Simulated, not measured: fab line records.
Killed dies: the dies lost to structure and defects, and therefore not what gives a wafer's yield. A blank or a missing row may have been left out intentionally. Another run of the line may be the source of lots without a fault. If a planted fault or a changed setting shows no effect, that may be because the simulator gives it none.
Split-lot trial :: flow n5 finfet :: 7 lots, 21 wafers read, on a route of 1938 steps

THE SPLIT ITSELF
At N5_BEOL_M6_TRENCH_ETCH_37 (etches SiCOH lowk in C4F6/O2, target depth 94.435 nm, time 31.5 s), the setting bias w was moved away from the recipe's 185 W on 8 of the 21 wafers read, by -17.0% to +12.6%. All remaining wafers had this setting at the recipe value.

FROM THE SPLIT TO THE READING: what the file shows between them, 2 steps
- N5_BEOL_M6_ETCH_41: etches SiCN in CH3F/O2, target depth 29.7 nm, time 52 s
- N5_BEOL_M6_STRIP_80: strips in N2/H2, time 10 s

THE READING
trench depth nm, in nm, at N5_BEOL_M6_OCD_MEAS_38. On this fab line, fault-free wafers typically give 93.9 nm with a standard deviation of 1.9 nm.

wafer: L074.1
tool, chamber at the split: rie diel-05, 0
bias w as run, W: 185
against the recipe: recipe
trench depth nm, nm: 94.1
against lot-mates on the recipe: -

wafer: L074.2
tool, chamber at the split: rie diel-05, 2
bias w as run, W: 161.2
against the recipe: -12.9%
trench depth nm, nm: 88.5
against lot-mates on the recipe: -5.6

wafer: L074.3
tool, chamber at the split: rie diel-05, 1
bias w as run, W: 161.2
against the recipe: -12.9%
trench depth nm, nm: 91.9
against lot-mates on the recipe: -2.2

wafer: L077.3
tool, chamber at the split: rie diel-01, 3
bias w as run, W: 153.6
against the recipe: -17.0%
trench depth nm, nm: 87.3
against lot-mates on the recipe: -5.6

wafer: L077.4
tool, chamber at the split: rie diel-01, 1
bias w as run, W: 153.6
against the recipe: -17.0%
trench depth nm, nm: 84.7
against lot-mates on the recipe: -8.2

wafer: L077.5
tool, chamber at the split: rie diel-01, 0
bias w as run, W: 185
against the recipe: recipe
trench depth nm, nm: 92.9
against lot-mates on the recipe: -

wafer: L078.2
tool, chamber at the split: rie diel-01, 0
bias w as run, W: 208.3
against the recipe: +12.6%
trench depth nm, nm: 97.4
against lot-mates on the recipe: +3.0

wafer: L078.4
tool, chamber at the split: rie diel-01, 2
bias w as run, W: 185
against the recipe: recipe
trench depth nm, nm: 94.6
against lot-mates on the recipe: -

wafer: L078.5
tool, chamber at the split: rie diel-01, 3
bias w as run, W: 185
against the recipe: recipe
trench depth nm, nm: 94.2
against lot-mates on the recipe: -

wafer: L081.3
tool, chamber at the split: rie diel-01, 2
bias w as run, W: 185
against the recipe: recipe
trench depth nm, nm: 93.5
against lot-mates on the recipe: -

wafer: L081.4
tool, chamber at the split: rie diel-01, 0
bias w as run, W: 163.7
against the recipe: -11.5%
trench depth nm, nm: 89.8
against lot-mates on the recipe: -4.2

wafer: L081.5
tool, chamber at the split: rie diel-01, 2
bias w as run, W: 185
against the recipe: recipe
trench depth nm, nm: 94.4
against lot-mates on the recipe: -

wafer: L084.1
tool, chamber at the split: rie diel-05, 0
bias w as run, W: 185
against the recipe: recipe
trench depth nm, nm: 93.5
against lot-mates on the recipe: -

wafer: L084.4
tool, chamber at the split: rie diel-05, 3
bias w as run, W: 185
against the recipe: recipe
trench depth nm, nm: 93.5
against lot-mates on the recipe: -

wafer: L084.5
tool, chamber at the split: rie diel-05, 2
bias w as run, W: 185
against the recipe: recipe
trench depth nm, nm: 95.7
against lot-mates on the recipe: -

wafer: L087.1
tool, chamber at the split: rie diel-05, 0
bias w as run, W: 185
against the recipe: recipe
trench depth nm, nm: 91.9
against lot-mates on the recipe: -

wafer: L087.3
tool, chamber at the split: rie diel-05, 2
bias w as run, W: 185
against the recipe: recipe
trench depth nm, nm: 94.3
against lot-mates on the recipe: -

wafer: L087.4
tool, chamber at the split: rie diel-05, 3
bias w as run, W: 185
against the recipe: recipe
trench depth nm, nm: 92.6
against lot-mates on the recipe: -

wafer: L094.3
tool, chamber at the split: rie diel-05, 3
bias w as run, W: 196.9
against the recipe: +6.4%
trench depth nm, nm: 96.9
against lot-mates on the recipe: +3.4

wafer: L094.4
tool, chamber at the split: rie diel-05, 2
bias w as run, W: 196.9
against the recipe: +6.4%
trench depth nm, nm: 97.0
against lot-mates on the recipe: +3.5

wafer: L094.6
tool, chamber at the split: rie diel-05, 3
bias w as run, W: 185
against the recipe: recipe
trench depth nm, nm: 93.5
against lot-mates on the recipe: -

FIT RESULTS
A straight line over all 21 wafers: trench depth nm changes by +0.382 nm for each +1% of bias w; r = +0.92; the points scatter about the line by 1.3 nm.
The same after taking each lot's own level away (the mean of its wafers on the recipe; 21 wafers): +0.364 nm for each +1%; r = +0.93; scatter 1.1 nm.
On that fit, the largest move of bias w shifts the reading by 6.2 nm.
Across the lots, their own levels run from 92.90 to 94.40 nm, a range of 0.8 times the standard deviation given above.
The two slopes agree, so the slope changes little with the lot-to-lot level.
Check: -6.3 nm against its lot-mates is what the line predicts for one of the wafers moved furthest among these (-17.0%) when that wafer is left out of the fit. Against them it came out at -5.6 nm.
Tool readings at the split's step, against how far the setting was moved: rf vpp V r = +0.96.

THE WHOLE CHAIN: every reading that the file lists as answering this split, in the file's order
step: N5_BEOL_M6_TRENCH_ETCH_37
what it does: etches SiCOH lowk in C4F6/O2, target depth 94.435 nm, time 31.5 s
reading: rf vpp V
change (the file's fit): +5.24 V for each +1% of the setting
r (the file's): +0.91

step: N5_BEOL_M6_TRENCH_ETCH_37
what it does: etches SiCOH lowk in C4F6/O2, target depth 94.435 nm, time 31.5 s
reading: BEOL_M6.feature depth nm (the simulator's own value, which no gauge read)
change (the file's fit): +0.322 nm for each +1% of the setting
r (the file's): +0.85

step: N5_BEOL_M6_TRENCH_ETCH_37
what it does: etches SiCOH lowk in C4F6/O2, target depth 94.435 nm, time 31.5 s
reading: etch.depth nm (the simulator's own value, which no gauge read)
change (the file's fit): +0.324 nm for each +1% of the setting
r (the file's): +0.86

step: N5_BEOL_M6_OCD_MEAS_38
what it does: 
reading: trench depth nm
change (the file's fit): +0.35 nm for each +1% of the setting
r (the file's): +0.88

THE FILE'S OWN FIT
trench depth nm changes by +0.35 nm for each +1% of bias w, r = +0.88.
